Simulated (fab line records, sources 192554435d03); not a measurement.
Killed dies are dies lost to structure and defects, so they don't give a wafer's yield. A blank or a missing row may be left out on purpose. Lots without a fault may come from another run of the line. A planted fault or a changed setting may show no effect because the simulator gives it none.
A struck lot beside a sound one | flow n5_finfet | 39 steps out of a route of 1938
Sound: wafers L778.2, L778.4, L778.6. Struck: wafer L790.6. (L790.2, L790.3 of the same lot were not struck and are left out.) The cause comes at the end.
At each step with rows: each side's tool, then ch and its chambers, then its first start. Under that, the readings that differ: sound wafers | struck wafers | difference of the means | sigmas: that difference in standard deviations of wafers without a fault.
alike: readings whose means differ by less than 2 such deviations, and words and numbers that are the same on both sides. not compared: withheld readings, readings that some wafer has no value for, bounds like >300 that may hide the same value, and numbers for which the record gives no deviation and whose values overlap.
The two part at a step that has a row with sigmas, a row that says differs or no value, or rows on one side only. Numbers that don't overlap but have no deviation are shown without sigmas and don't part them. A reading that every wafer of one side lacks parts them only if that side has two wafers or more.

first, 9 steps without rows for these wafers: N5_BEOL_M12_SOFTBAKE_23 (time 60 s); N5_BEOL_M12_EXPOSE_25 (exposes mask M12); N5_BEOL_M12_PEB_26 (peb time 90 s); N5_BEOL_M12_DEVELOP_27 (develop time 45 s); N5_BEOL_M12_HARDBAKE_32 (time 120 s); N5_BEOL_M12_DESCUM_33 (chemistry O2, time 7.9 s); N5_BEOL_M12_ETCH_67 (etches SiARC in CF4, target depth 143 nm, time 238.3 s); N5_BEOL_M12_ETCH_68 (etches SOC in N2/H2, time 285 s); N5_BEOL_M12_STRIP_69 (strips in N2/H2).
N5_BEOL_M12_TRENCH_ETCH_34: etches SiOC in C4F8/O2/Ar, target depth 318.95 nm, time 125.5 s.
  sound on rie_diel-05 ch 2,3, day 11 05:26; struck on rie_diel-05 ch 0, day 14 21:06
  reading                  | sound             | struck | difference | sigmas
  throttle_valve_pct (%)   | 23.90 24.54 24.53 | 23.74  | -0.58      | -3
  model.etch.depth_nm (nm) | 323.4 320.7 321.7 | 360.1  | +38.2      |
  alike: O2_flow_sccm, drypump_motor_current_A, oes_product_au, rf_vpp_V, showerhead_plenum_p_Torr
  not compared: rf_hours_counter_h
then, 1 step without rows for these wafers: N5_BEOL_M12_STRIP_70 (strips in C4F8/O2/Ar).
N5_BEOL_M12_OCD_MEAS_35:
  sound on ocd-01, day 11 05:35; struck on ocd-01, day 14 21:15
  reading              | sound       | struck | difference | sigmas
  trench_depth_nm (nm) | 323 320 321 | 360    | +39        | +10
then, 11 steps without rows for these wafers: N5_BEOL_M12_STRIP_37 (strips in N2/H2); N5_BEOL_M12_ETCH_38 (etches SiCN in CF4/N2, target depth 68.7 nm, time 73.4 s); N5_BEOL_M12_PRECLEAN_39 (cleans in residue remover, time 60 s); N5_BEOL_M12_SRD_40 (time 30 s, dry time 30 s); N5_BEOL_M12_DEGAS_41 (time 60 s); N5_BEOL_M12_PRE_CLEAN_42 (time 30 s); N5_BEOL_M12_SPUTTER_43 (material TaN, target thk 15 nm, time 24.19 s); N5_BEOL_M12_SPUTTER_44 (material Ta, target thk 10 nm, time 16.13 s); N5_BEOL_M12_SPUTTER_45 (material Cu, target thk 80 nm, time 13.33 s); N5_BEOL_M12_ECD_47 (material Cu, target thk 720 nm); N5_BEOL_M12_ANNEAL_48 (time 90 s).
N5_BEOL_M12_CMP_49: polishes, stops on SiOC, t overpolish 20.6 s, target thk 320 nm.
  sound on cmp-03 ch 0,1,2, day 11 09:55; struck on cmp-01 ch 1, day 15 00:14
  reading                                 | sound           | struck | difference | sigmas
  model.Cu_of_BEOL_M12_ECD_47.thk_nm (nm) | 324.8 322 323.4 | 362.4  | +39.0      |
  alike: barrier_field_endpoint_s, motor_current_A, overpolish_run_s, platen_rpm
N5_BEOL_M12_THK_MEAS_50: measures by xrf.
  sound on film_metro-01, day 11 10:13; struck on film_metro-02, day 15 00:30
  reading      | sound       | struck | difference | sigmas
  M12_THK (nm) | 322 319 321 | 353    | +32        | +8
then, 2 steps without rows for these wafers: N5_BEOL_M12_PRE_CLEAN_52 (time 15 s); N5_BEOL_M12_DEP_53 (deposits SiCN from 3MS/NH3, target thk 30 nm, time 10.5 s).
N5_BEOL_M12_RS_MEAS_54: measures by four-point-probe.
  sound on film_metro-01, day 11 10:20; struck on film_metro-01, day 15 00:39
  reading         | sound                | struck | difference | sigmas
  M12_RS (ohm/sq) | 0.0591 0.0596 0.0592 | 0.0526 | -0.0067    | -9
then, 9 steps without rows for these wafers: N5_BEOL_M13_ILD_DEP_00 (deposits SiOC from DEMS/O2, target thk 837.92 nm, time 166.4 s); N5_BEOL_M13_COAT_58 (time 60 s, resist thk 89 nm); N5_BEOL_M13_COAT_04 (resist thk 400 nm); N5_BEOL_M13_EBR_06; N5_BEOL_M13_SOFTBAKE_05 (time 60 s); N5_BEOL_M13_EXPOSE_07 (exposes mask V12); N5_BEOL_M13_PEB_08 (peb time 90 s); N5_BEOL_M13_DEVELOP_09 (develop time 45 s); N5_BEOL_M13_HARDBAKE_14 (time 120 s).
N5_BEOL_M15_RC_MEAS_101:
  sound on prober-01 ch 0, day 12 08:29; struck on prober-01 ch 0, day 16 04:44
  reading                    | sound                 | struck  | difference | sigmas
  COMB_M6 (S/m)              | 3.2e-11 2.4e-11 2e-11 | 4.3e-11 | +1.8e-11   | +3
  COMB_M7 (S/m)              | 3e-11 2.5e-11 3.1e-11 | 1.8e-11 | -1.1e-11   | -2
  SERP_M12 (ohm/um)          | 0.613 0.612 0.639     | 0.537   | -0.084     | -5
  SERP_M12_max_site (ohm/um) | 0.629 0.624 0.649     | 0.546   | -0.088     | -5
  alike: COMB_M10, COMB_M11, COMB_M12, COMB_M12_max_site, COMB_M13, COMB_M14, COMB_M15, COMB_M5, COMB_M8, COMB_M9, SERP_M10, SERP_M11, SERP_M13, SERP_M14, SERP_M14_max_site, SERP_M5, SERP_M6, SERP_M7, SERP_M8, SERP_M9
N5_PASSIVATION_PROBE_49:
  sound on prober-01, day 12 21:28; struck on prober-01, day 16 20:51
  reading               | sound       | struck | difference | sigmas
  killed_at_front_end   | 44 19 32    | 60     | +28        | +3
  sort_bin_6_memory (%) | 2.7 2.9 3.6 | 4.8    | +1.7       | +3
  alike: defect_limited_yield, killed_at_M0_to_M3, killed_at_M4_up, killed_at_contacts, killed_at_other, killed_dies, killed_on_rim, killed_open, killed_short, sort_bin_5_function, sort_n_pass, sort_yield_pct

WHERE THEY PART
First at N5_BEOL_M12_TRENCH_ETCH_34; last, within this record, at N5_PASSIVATION_PROBE_49.

WHY: what the simulator had put in
Process parameter drift: rie_diel-05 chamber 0, from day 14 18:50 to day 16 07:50, at N5_BEOL_M12_TRENCH_ETCH_34. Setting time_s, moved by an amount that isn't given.
